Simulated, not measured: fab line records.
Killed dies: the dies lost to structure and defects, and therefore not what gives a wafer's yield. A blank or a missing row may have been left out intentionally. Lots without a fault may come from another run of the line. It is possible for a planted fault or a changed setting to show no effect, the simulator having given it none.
Struck lot and sound lot, side by side / flow nand-harc / 15 out of 1302 route steps
Sound: the wafers L419.3, L419.4, L419.5. Wafers L430.3, L430.5, L430.6 were the ones struck. Last of all comes the cause.
Per side, at each step with rows, come the tool, then ch with its chambers, and then its first start. Under that, the readings that differ: sound wafers / struck wafers / difference of the means / sigmas: that difference in standard deviations of wafers without a fault.
alike: a reading whose means differ by less than 2 such deviations, as well as words and numbers matching on both sides. not compared: withheld readings; readings where some wafer has no value; bounds like >300 that might hide an equal value; numbers whose values overlap and for which the record gives no deviation.
The two part at a step that has a row with sigmas, a row that says differs or no value, or rows on one side only. When numbers do not overlap yet have no deviation, they are printed without sigmas and do not part them. A reading that every wafer of one side lacks parts them only if that side has two wafers or more.

first, 1 step without rows for these wafers: NHARC_P_M2_ETCH_35 (etches the open film in N2/H2, target depth 40 nm, overetch 12 nm, time 43.94 s).
NHARC_P_M2_ETCH_15: etches the open film in C4F8/Ar, target depth 182.5 nm, time 91.2 s.
  sound on rie-diel-01 ch 0,2,3; struck on rie-diel-01 ch 0,1
  alike: oes-product-au, rf-vpp-V
  not compared: rf-hours-counter-h
NHARC_P_M2_CD_MEAS_16:
  sound on cd-sem-03, day 6 06:35; struck on cd-sem-01, day 11 01:05
  alike: cd-nm
NHARC_P_M2_STRIP_18: strips in N2/H2.
  sound on rie-diel-10 ch 0,2, day 6 06:41; struck on rie-diel-01 ch 0,2,3, day 11 01:13
  alike: drypump-motor-current-A, oes-product-au, rf-vpp-V, showerhead-plenum-p-Torr, throttle-valve-pct
  not compared: rf-hours-counter-h
NHARC_P_M2_ETCH_28: etches the open film in CF4/N2, target depth 30 nm, time 72.99 s.
  sound on rie-diel-10 ch 1,3; struck on rie-diel-01 ch 1,2,3
  alike: cf4-flow-sccm, drypump-motor-current-A, oes-product-au, rf-vpp-V, showerhead-plenum-p-Torr, throttle-valve-pct
  not compared: rf-hours-counter-h
then, 2 steps without rows for these wafers: NHARC_P_M2_STRIP_19 (strips in post etch residue remover, time 600 s); NHARC_P_M2_DEGAS_29 (time 60 s).
NHARC_P_M2_PRE_CLEAN_30: time 30 s.
  sound on pvd-sputter-03; struck on pvd-sputter-02
reading=susceptor-temp-C (C); sound=- - -; struck=279.85 280.09 280.02; difference=no value on the sound wafers; sigmas=
  alike: heater-power-w
then, 1 step without rows for these wafers: NHARC_P_M2_PVD_20 (deposits TaN, target thk 5 nm, time 8.06 s).
NHARC_P_M2_PVD_21: deposits Cu, target thk 30 nm, time 20.49 s.
  sound on pvd-sputter-03; struck on pvd-sputter-02
  alike: throttle-valve-pct
then, 2 steps without rows for these wafers: NHARC_P_M2_ECD_22 (material Cu, target thk 400 nm); NHARC_P_M2_ANNEAL_31 (time 90 s).
NHARC_P_M2_CMP_23: polishes, t overpolish 20 s, target thk 144.3 nm.
  sound on cmp-04 ch 0,1,3, day 6 08:22; struck on cmp-03 ch 1,2, day 11 02:53
  no value came back on the struck wafers for edge-zone-pressure-frac, motor-current-A (A), time-to-endpoint-s (s); on the sound wafers edge-zone-pressure-frac reads 0.997 0.999 1.003
NHARC_P_M2_THK_MEAS_24: measures by xrf.
  sound on film-metro-02, day 6 08:41; struck on film-metro-02, day 11 03:12
reading=thk-nm (nm); sound=145.0 145.1 146.7; struck=398.8 407.2 402.9; difference=+257.4; sigmas=+99 or more
following that, these wafers have no rows for 1 step: NHARC_P_M2_SRD_25.

WHERE THEY PART
First at NHARC_P_M2_PRE_CLEAN_30; last, within this record, at NHARC_P_M2_THK_MEAS_24.

WHY: whatever the simulator had introduced
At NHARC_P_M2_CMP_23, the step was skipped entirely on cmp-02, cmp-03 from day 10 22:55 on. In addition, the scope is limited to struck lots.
